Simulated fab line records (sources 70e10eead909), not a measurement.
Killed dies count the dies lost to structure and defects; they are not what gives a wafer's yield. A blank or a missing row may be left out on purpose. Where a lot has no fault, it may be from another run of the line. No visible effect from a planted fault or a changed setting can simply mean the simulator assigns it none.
Which tool is to blame?	flow nand harc	23 lots with 69 wafers sampled at 3 steps, on a route of 1159 steps

WHAT EACH GAUGE READ, for each wafer
NHARC_A_ZERO_WELL_INSPECT_17. Usual: raw defect count reads 10 (standard deviation 5.5).
lot	measured	on	raw defect count	flag
L074	day 6 13:48	defect inspect-02	7 8 8	
L075	day 7 01:19	defect inspect-01	2 6 4	
L077	day 7 07:47	defect inspect-01	12 15 14	
L078	day 7 08:32	defect inspect-02	20 6 11	
L076	day 7 08:56	defect inspect-02	4 7 12	
L080	day 8 05:19	defect inspect-01	11 12 5	
L082	day 8 12:29	defect inspect-02	17 15 17	
L081	day 8 14:43	defect inspect-02	7 14 10	
L083	day 8 17:36	defect inspect-01	1 8 6	
L084	day 9 01:17	defect inspect-02	3 6 13	
L085	day 9 18:46	defect inspect-01	2 9 3	
L087	day 9 19:43	defect inspect-01	3 10 7	
L086	day 9 19:46	defect inspect-02	17 12 9	
L088	day 10 11:38	defect inspect-01	7 11 18	
L089	day 10 12:02	defect inspect-01	19 17 18	
L090	day 10 18:13	defect inspect-02	6 13 7	
L091	day 11 02:41	defect inspect-01	14 12 22	
L092	day 11 03:26	defect inspect-01	1 4 3	
L093	day 11 06:19	defect inspect-02	9 22 16	
L094	day 11 07:02	defect inspect-01	12 6 6	
L095	day 11 17:43	defect inspect-01	9 19 20	
L096	day 11 19:03	defect inspect-02	15 10 11	
L097	day 12 10:46	defect inspect-02	12 11 6	

NHARC_A_ONON_D1_THK_MEAS_21: measures by ellipsometry. Usual: thk nm reads 1001 nm (standard deviation 12).
lot	measured	on	thk nm (nm)	flag
L074	day 7 19:35	film metro-02	993 993 993	
L075	day 8 08:25	film metro-02	994 993 994	
L077	day 8 15:22	film metro-01	1003 1005 1007	
L078	day 8 15:23	film metro-01	1002 1001 1002	
L076	day 8 15:22	film metro-02	1002 1002 1003	
L080	day 9 16:55	film metro-02	1000 1001 999	
L082	day 10 00:45	film metro-01	994 994 993	
L081	day 10 00:46	film metro-02	989 989 987	
L083	day 10 00:53	film metro-01	986 985 986	
L084	day 10 11:52	film metro-02	1016 1016 1014	
L085	day 11 02:53	film metro-01	1011 1012 1011	
L087	day 11 02:32	film metro-01	995 994 994	
L086	day 11 02:40	film metro-02	1001 1004 1003	
L088	day 11 18:15	film metro-02	976 973 975	
L089	day 11 18:17	film metro-01	1023 1020 1021	
L090	day 12 01:24	film metro-02	979 979 981	
L091	day 12 10:28	film metro-01	1012 1014 1013	
L092	day 12 10:30	film metro-01	998 998 997	
L093	day 12 13:56	film metro-02	1012 1012 1011	
L094	day 12 13:58	film metro-01	1013 1012 1012	
L095	day 13 01:04	film metro-02	1017 1017 1017	
L096	day 13 01:04	film metro-01	999 999 999	
L097	day 13 18:50	film metro-02	1017 1017 1017	

TOOL THAT RAN EACH LOT (tool first, then ch and the chambers of the sampled wafers, then the start)
lot	NHARC_P_BONDPAD_STRIP_15
L074	rie diel-05 ch 1,2, day 6 08:35
L075	rie diel-05 ch 0,1, day 6 19:53
L077	rie diel-05 ch 0,1,3, day 7 02:43
L078	rie diel-05 ch 0,1, day 7 03:32
L076	rie diel-05 ch 0,1, day 7 04:06
L080	rie diel-10 ch 1,2,3, day 8 00:01
L082	rie diel-05 ch 1,3, day 8 07:26
L081	rie diel-05 ch 0,2,3, day 8 09:41
L083	rie diel-05 ch 0,1,3, day 8 12:46
L084	rie diel-05 ch 1,2, day 8 20:11
L085	rie diel-09 ch 0,2,3, day 9 13:36
L087	rie diel-05 ch 1,2, day 9 14:29
L086	rie diel-09 ch 0,1,2, day 9 14:31
L088	rie diel-09 ch 1,2,3, day 10 06:33
L089	rie diel-09 ch 0,2, day 10 07:09
L090	rie diel-05 ch 2,3, day 10 13:14
L091	rie diel-05 ch 1,2, day 10 21:37
L092	rie diel-05 ch 2,3, day 10 22:26
L093	rie diel-05 ch 0,1,2, day 11 01:22
L094	rie diel-09 ch 0,1,2, day 11 02:13
L095	rie diel-05 ch 1,2,3, day 11 12:37
L096	rie diel-05 ch 1,2, day 11 13:54
L097	rie diel-10 ch 2,3, day 12 05:53
- NHARC_P_BONDPAD_STRIP_15: strips in O2.

WHAT THE TOOLS THEMSELVES READ (means of the sampled wafers that have a number; where no wafer has one, the mark that the record gives instead)
NHARC_P_BONDPAD_STRIP_15. Usual: chamber pressure mTorr 60.00 mTorr, standard deviation 0.054; drypump motor current A 6.0 A, standard deviation 0.59; oes product au 1.001 a.u., standard deviation 0.0088; rf vpp V 58.0 V, standard deviation 0.96; showerhead plenum p Torr 3.58 Torr, standard deviation 0.13; throttle valve pct 17.036 %, standard deviation 0.0088.
lot	tool	chamber pressure mTorr (mTorr)	drypump motor current A (A)	oes product au (a.u.)	rf vpp V (V)	showerhead plenum p Torr (Torr)	throttle valve pct (%)	flag
L074	rie diel-05	59.98	5.5	1.007	58.2	3.63	17.034	
L075	rie diel-05	59.92	6.3	1.002	58.2	3.69	17.031	
L077	rie diel-05	60.04	6.2	1.007	58.2	3.68	17.040	
L078	rie diel-05	60.03	6.5	1.004	58.7	3.72	17.039	
L076	rie diel-05	59.96	6.3	0.996	58.0	3.69	17.032	
L080	rie diel-10	59.98	5.4	0.994	57.6	3.56	17.046	
L082	rie diel-05	59.99	6.3	0.996	58.2	3.71	17.037	
L081	rie diel-05	60.00	5.6	1.005	58.3	3.62	17.041	
L083	rie diel-05	60.01	6.2	0.997	57.8	3.68	17.038	
L084	rie diel-05	60.01	6.1	1.002	58.7	3.69	17.039	
L085	rie diel-09	60.00	6.3	0.999	56.7	3.43	17.033	
L087	rie diel-05	60.00	5.5	1.010	58.3	3.62	17.040	
L086	rie diel-09	59.96	6.1	0.996	57.7	3.45	17.037	
L088	rie diel-09	59.97	6.4	0.997	57.4	3.37	17.032	
L089	rie diel-09	60.01	6.2	1.004	58.0	3.43	17.038	
L090	rie diel-05	60.00	5.5	1.005	58.0	3.60	17.032	
L091	rie diel-05	60.06	5.5	1.000	59.0	3.62	17.037	
L092	rie diel-05	60.02	5.2	0.998	57.6	3.58	17.038	
L093	rie diel-05	60.07	5.9	0.996	58.0	3.65	17.037	
L094	rie diel-09	60.05	6.1	1.001	57.3	3.44	17.030	
L095	rie diel-05	59.95	5.8	0.992	57.7	3.64	17.028	
L096	rie diel-05	59.96	5.5	1.000	57.9	3.62	17.029	
L097	rie diel-10	59.98	5.3	0.999	57.2	3.44	17.038	

THE ANSWER, worked out from the rows above alone
Rule: take the mean of a lot's wafers that have a number; if it is more than 3 standard deviations from the usual mean, the lot is off. Also off: a lot with no number at a reading for which 4 or more lots have one. Any other lot the step has rows for is counted as sound. First the gauges in route order, then the tools' own readings, where a lot's mean is used as printed above. At the first step where some lot is off, the reading lying furthest off is the one used; lots without a number count as furthest.
No lot is off at any reading shown: from this, nothing can be told.

WHAT HAD BEEN PUT IN BY THE SIMULATOR
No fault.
